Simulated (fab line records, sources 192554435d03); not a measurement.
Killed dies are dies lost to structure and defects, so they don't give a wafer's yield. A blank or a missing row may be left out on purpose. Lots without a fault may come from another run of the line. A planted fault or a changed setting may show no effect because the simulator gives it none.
Problem report in the 8D (eight disciplines) form, filled by code | flow n5_finfet | the parts of the form that need people (team, actions taken, sign-off) are left out

1. THE PROBLEM
M6_ILD_THK at N5_BEOL_M6_THK_MEAS_01 reads a mean of 211.4 nm on 2 wafers of 2 lots; wafers without a fault read 154.8 nm with a standard deviation of 2.4. That is +24 standard deviations from the usual mean.
First seen on wafer L458.3, day 13 19:22, on film_metro-02. The record holds 33 wafers of 12 lots with a number at this step. Rule for "out", or "out of limits": more than 4 standard deviations from the usual mean. The other wafers with a number count as sound.

2. WHAT IT IS AND WHAT IT IS NOT
question                    | is                | is not
which readings at this step | M6_ILD_THK        | -
which lots                  | L458, L461        | L441, L443, L444, L446, L448, L450, L451, L452, L456, L463
which wafers of those lots  | L458.3, L461.5    | L458.1, L458.4, L461.4, L461.6
read on which gauges        | film_metro-02     | film_metro-01
when                        | from day 13 19:22 | up to then (26 sound wafers); but 5 sound wafers of L461, L463 came after

3. SUSPECTS, AND WHAT RULES EACH OUT
Counting: a tool at a process step up to the reading stays a suspect if it ran every lot that is out. Sound lots after the first of them don't rule it out here, since some wafers of a struck lot are sound.
- the gauge at N5_BEOL_M6_THK_MEAS_01: kept. All the wafers that are out were read on film_metro-02, and no step on other tools shows them out.
- pecvd-01 at N5_BEOL_M6_ILD_DEP_00 (deposits SiCOH lowk from DEMS/porogen, target thk 179.75 nm, time 33.4 s): kept. It ran every lot that is out, first L458 (day 13 18:40); its last sound lot up to then is L452 (day 11 21:36).
- Within pecvd-01 at N5_BEOL_M6_ILD_DEP_00: the wafers that are out ran in chamber 2; their sound lot-mates ran in chambers 0, 1.
Left after counting: pecvd-01 at N5_BEOL_M6_ILD_DEP_00, film_metro-02 at N5_BEOL_M6_THK_MEAS_01.

4. THE CAUSE (what the simulator had put in)
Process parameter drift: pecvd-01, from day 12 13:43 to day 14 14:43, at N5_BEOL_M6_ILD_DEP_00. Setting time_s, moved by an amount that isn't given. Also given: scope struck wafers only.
Counting left 2 suspects, and this tool is among them.

5. THE CHAIN OF EFFECTS, in route order
Each row: a reading whose mean over the struck wafers that have a number lies more than 3 standard deviations from the usual. Only readings for which the record gives a usual standard deviation are gone through. hours: the time from each lot's start at the first step in this table that gives one to its start at this step, as a median over the lots. sigmas: the change in usual standard deviations.
hours | step                   | reading    | usual    | on struck wafers | change | sigmas
0     | N5_BEOL_M6_THK_MEAS_01 | M6_ILD_THK | 154.8 nm | 211.4            | +56.6  | +24

6. WHAT WOULD HAVE CAUGHT IT SOONER
In this record the first reading out of limits at a measuring or inspecting step was taken at day 13 19:22, 30 hours after the fault began at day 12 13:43.
Of the tool readings at N5_BEOL_M6_ILD_DEP_00 for which the record gives a usual standard deviation, none was out on any struck wafer, so an alarm limit of 4 standard deviations on them would not have fired.
Of the lots that are out (2), L461 began N5_BEOL_M6_ILD_DEP_00 on pecvd-01 after day 13 19:22. A hold on the tool at that time would have spared it.
